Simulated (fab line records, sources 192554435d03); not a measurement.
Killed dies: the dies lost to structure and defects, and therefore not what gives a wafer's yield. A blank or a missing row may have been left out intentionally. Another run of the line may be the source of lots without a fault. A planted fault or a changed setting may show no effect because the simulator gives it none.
Chamber matching ; flow n5-finfet ; N5_MOL_CONTACT_COAG_ETCH_124 on rie-diel-03: 4 sister chambers
The step etches SiNx in CH3F/O2, stops on SiOC, target depth 6.5 nm. 4 wafers are shown with their chamber, then 8 later ones without.

EACH WAFER AND ITS CHAMBER
wafer;chamber;drypump-motor-current-A (A)
L075.4;2;5.6
L080.1;0;5.2
L080.3;3;5.7
L082.1;1;6.3

WAFERS WITHOUT THEIR CHAMBER
wafer;drypump-motor-current-A (A)
L082.3;5.2
L082.6;5.7
L083.1;6.3
L083.2;5.7
L083.3;5.2
L092.2;5.7
L092.3;6.3
L092.6;5.1

EACH ONE'S CHAMBER
wafer;from the rows above;in truth
L082.3;0;0
L082.6;3;3
L083.1;1;1
L083.2;3;3
L083.3;0;0
L092.2;3;3
L092.3;1;1
L092.6;0;0
Correct placement for 8 of the 8. From these rows, 0 cannot be placed. Wrongly placed: 0.
How it was worked out, from the rows above alone: a wafer's distance from a chamber is the root of the sum, over the readings, of the square of ((its reading less the chamber's mean) divided by the reading's scatter). If the next closest chamber is less than 2 further off than the closest, the wafer can't be placed; otherwise it belongs to the closest. A chamber's mean is the mean of its shown wafers. The scatter: root of mean squared gap, hidden wafer to nearest shown wafer, with one shown wafer a chamber.
